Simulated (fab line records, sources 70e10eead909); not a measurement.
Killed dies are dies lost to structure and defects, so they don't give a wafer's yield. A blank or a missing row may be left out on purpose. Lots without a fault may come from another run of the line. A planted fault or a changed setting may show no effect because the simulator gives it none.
Chamber matching | flow nand_harc | NHARC_A_CONTACT_STRIP_82 on rie_diel-04: 4 sister chambers
The step strips in O2. 4 wafers are shown with their chamber, then 9 later ones without.

WAFERS WITH THEIR CHAMBER
wafer  | chamber | showerhead_plenum_p_Torr (Torr)
L998.6 | 2       | 3.47
L112.1 | 3       | 3.52
L112.2 | 0       | 3.30
L112.5 | 1       | 3.49

WAFERS WITHOUT THEIR CHAMBER
wafer  | showerhead_plenum_p_Torr (Torr)
L116.3 | 3.49
L116.4 | 3.46
L116.6 | 3.30
L115.2 | 3.46
L115.5 | 3.30
L115.6 | 3.52
L114.1 | 3.46
L114.2 | 3.49
L114.6 | 3.46

WHICH CHAMBER EACH WENT THROUGH
wafer  | from the rows above | in truth
L116.3 | 1                   | 1
L116.4 | 2                   | 2
L116.6 | 0                   | 0
L115.2 | 2                   | 2
L115.5 | 0                   | 0
L115.6 | 3                   | 3
L114.1 | 2                   | 2
L114.2 | 1                   | 1
L114.6 | 2                   | 2
Placed correctly: 9 of 9. Can't be placed from these rows: 0. Placed wrongly: 0.
How it was worked out, from the rows above alone: a wafer's distance from a chamber is the root of the sum, over the readings, of the square of ((its reading less the chamber's mean) divided by the reading's scatter). The wafer belongs to the nearest chamber; if the next one is less than 2 further off, it can't be placed. A chamber's mean is the mean of its shown wafers. The scatter: with one shown wafer a chamber, the root of the mean of the squares of how far each hidden wafer lies from its nearest shown one.
